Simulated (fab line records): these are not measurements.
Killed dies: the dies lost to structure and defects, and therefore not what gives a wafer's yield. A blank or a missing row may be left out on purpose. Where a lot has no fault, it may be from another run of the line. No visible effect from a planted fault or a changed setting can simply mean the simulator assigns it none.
A lot that was struck, set against a sound lot ; flow n5-finfet ; 15 out of 1938 route steps
Sound: wafers L223.1, L223.2, L223.5. Struck: wafer L228.4 (left out: L228.6, a lot-mate that was not struck); the cause follows at the end.
At each step with rows: each side's tool, then ch and its chambers, then its first start. Under that, the readings that differ: sound wafers ; struck wafers ; difference of the means ; sigmas: that difference in standard deviations of wafers without a fault.
alike: words and numbers the same on both sides, and readings whose means are apart by under 2 such deviations; not compared: readings that were withheld, readings missing a value for some wafer, numbers with overlapping values and no deviation given by the record, and bounds like >300 which may hide the same value.
A row with sigmas, a row that says differs or no value, or rows on one side alone: a step with any of these is where the two part. Numbers that have no deviation but don't overlap get no sigmas and don't part them. Lack of a reading on every wafer of one side parts them only where that side has two or more wafers.

first, 7 steps without rows for these wafers: N5_BEOL_M2_COAT_73 (time 60 s, resist thk 5 nm); N5_BEOL_M2_COAT_05 (resist thk 30 nm); N5_BEOL_M2_EBR_07; N5_BEOL_M2_SOFTBAKE_06 (time 60 s); N5_BEOL_M2_EXPOSE_08 (exposes mask M2); N5_BEOL_M2_PEB_09 (peb time 60 s); N5_BEOL_M2_DEVELOP_10 (develop time 30 s).
N5_BEOL_M2_CD_MEAS_11: the cd target is 16.79 nm.
  sound on cd-sem-03 ch 0, day 8 05:19; struck on cd-sem-03 ch 0, day 9 15:11
  alike: cd-nm
N5_BEOL_M2_OVL_MEAS_12:
  sound on overlay-01 ch 0, day 8 05:21; struck on overlay-01 ch 0, day 9 15:14
  alike: M2_OVL
N5_BEOL_M2_INSPECT_13: inspects for defects (brightfield).
  sound: defect-inspect-01 at day 8 05:25; struck: defect-inspect-02 at day 9 15:17
  alike: raw-defect-count
N5_BEOL_M2_DESCUM_16: chemistry O2, time 7 s.
  sound on rie-diel-06 ch 0,1,2, day 8 05:35; struck on rie-diel-06 ch 2, day 9 15:30
  alike: drypump-motor-current-A, oes-product-au, rf-vpp-V, showerhead-plenum-p-Torr, throttle-valve-pct
  not compared: rf-hours-counter-h
N5_BEOL_M2_ETCH_74: etches underlayer in N2/H2, target depth 6.5 nm, time 5.2 s.
  sound on rie-diel-06 ch 0,1,2, day 8 05:37; struck on rie-diel-06 ch 2, day 9 15:32
  alike: drypump-motor-current-A, etch-rf-on-time-s, oes-product-au, rf-vpp-V, showerhead-plenum-p-Torr, throttle-valve-pct
  not compared: rf-hours-counter-h
N5_BEOL_M2_ETCH_63: etches SiARC in CF4, target depth 15.6 nm, time 26 s.
  sound on rie-diel-06 ch 0,1,2, day 8 05:38; struck on rie-diel-06 ch 2, day 9 15:33
reading;sound;struck;difference;sigmas
etch-rf-on-time-s (s);26.3 25.5 25.8;38.1;+12.2;+32
oes-product-au (a.u.);0.63 0.62 0.68;0.50;-0.14;-3
  alike: drypump-motor-current-A, mfc-ar-sccm, rf-vpp-V, showerhead-plenum-p-Torr, throttle-valve-pct
  not compared: rf-hours-counter-h
N5_BEOL_M2_ETCH_64: etches SOC in N2/H2, target depth 75 nm, overetch 22.5 nm, time 121.9 s.
  sound on rie-diel-06 ch 0,1,2, day 8 05:40; struck on rie-diel-06 ch 2, day 9 15:35
  alike: drypump-motor-current-A, oes-product-au, rf-vpp-V, showerhead-plenum-p-Torr, throttle-valve-pct
  not compared: rf-hours-counter-h
-- record jumps: 3 days separate the struck wafers' starts on either side; left off in module BEOL_M2, taken up again in module BEOL_M4, whose first shown step is the route's number 1111 --
N5_BEOL_M4_RC_MEAS_101:
  sound on prober-01 ch 0, day 10 05:02; struck on prober-02 ch 0, day 12 19:26
reading;sound;struck;difference;sigmas
ION_N (uA/um);685 682 693;656;-31;-3
  alike: DIBL_N, DIBL_P, IOFF_N, IOFF_P, ION_P, SS_N, SS_P, VT_N, VT_P

== WHERE THEY PART ==
At N5_BEOL_M2_ETCH_63 first; at N5_BEOL_M4_RC_MEAS_101 last (within this record only).

WHY: what the simulator had put in
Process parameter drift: rie-diel-06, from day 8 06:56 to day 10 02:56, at N5_BEOL_M2_ETCH_63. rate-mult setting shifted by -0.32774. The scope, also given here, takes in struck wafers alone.
